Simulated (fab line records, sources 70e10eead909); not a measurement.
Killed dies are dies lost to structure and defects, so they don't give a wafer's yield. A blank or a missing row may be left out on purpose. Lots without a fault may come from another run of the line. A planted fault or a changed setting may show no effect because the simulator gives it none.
Chamber matching | flow nand_harc | NHARC_A_STAIRCASE_DESCUM_252 on rie_diel-09: 4 sister chambers
The step chemistry O2, time 3 s. 16 wafers are shown with their chamber, then 8 later ones without.

WAFERS WITH THEIR CHAMBER
wafer  | chamber | drypump_motor_current_A (A) | showerhead_plenum_p_Torr (Torr) | throttle_valve_pct (%)
L078.1 | 3       | 4.9                         | 1.92                            | 11.311
L078.4 | 3       | 4.9                         | 1.92                            | 11.306
L078.6 | 1       | 5.5                         | 1.82                            | 11.302
L080.1 | 0       | 5.8                         | 2.05                            | 11.317
L080.2 | 2       | 5.6                         | 1.83                            | 11.302
L080.3 | 1       | 5.5                         | 1.82                            | 11.320
L081.1 | 0       | 5.8                         | 2.05                            | 11.309
L081.3 | 3       | 4.9                         | 1.92                            | 11.308
L081.5 | 1       | 5.5                         | 1.82                            | 11.320
L084.1 | 0       | 5.8                         | 2.04                            | 11.315
L084.3 | 1       | 5.5                         | 1.82                            | 11.303
L084.4 | 3       | 4.8                         | 1.91                            | 11.300
L089.1 | 0       | 5.8                         | 2.04                            | 11.305
L089.2 | 1       | 5.5                         | 1.81                            | 11.312
L089.6 | 0       | 5.8                         | 2.04                            | 11.308
L087.1 | 2       | 5.6                         | 1.83                            | 11.321

SIGNATURES (means of the wafers above)
reading                  | chamber 0 | chamber 1 | chamber 2 | chamber 3 | scatter within a chamber
drypump_motor_current_A  | 5.800     | 5.500     | 5.600     | 4.875     | 0.025
showerhead_plenum_p_Torr | 2.0440    | 1.8180    | 1.8300    | 1.9175    | 0.00479
throttle_valve_pct       | 11.31080  | 11.31140  | 11.31150  | 11.30625  | 0.00738
Rule: a wafer's distance from a chamber is the root of the sum, over the readings, of the square of ((its reading less the chamber's mean) divided by the reading's scatter). The wafer belongs to the nearest chamber; if the next one is less than 2 further off, it can't be placed. The scatter: the root of (the sum of the squares of (reading less its chamber's mean) over the shown wafers, divided by (wafers less chambers)).

WAFERS WITHOUT THEIR CHAMBER
wafer  | drypump_motor_current_A (A) | showerhead_plenum_p_Torr (Torr) | throttle_valve_pct (%)
L087.3 | 5.8                         | 2.04                            | 11.309
L087.4 | 4.9                         | 1.91                            | 11.293
L093.1 | 5.5                         | 1.81                            | 11.317
L093.5 | 5.8                         | 2.04                            | 11.316
L093.6 | 5.5                         | 1.81                            | 11.310
L095.1 | 5.8                         | 2.03                            | 11.287
L095.3 | 5.6                         | 1.82                            | 11.307
L095.5 | 5.5                         | 1.81                            | 11.315

WHICH CHAMBER EACH WENT THROUGH
wafer  | from the rows above     | in truth
L087.3 | 0                       | 0
L087.4 | 3                       | 3
L093.1 | 1                       | 1
L093.5 | 0                       | 0
L093.6 | 1                       | 1
L095.1 | 0                       | 0
L095.3 | can't be placed: 2 or 1 | 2
L095.5 | 1                       | 1
Placed correctly: 7 of 8. Can't be placed from these rows: 1 (the true chamber is among the candidates in 1). Placed wrongly: 0.
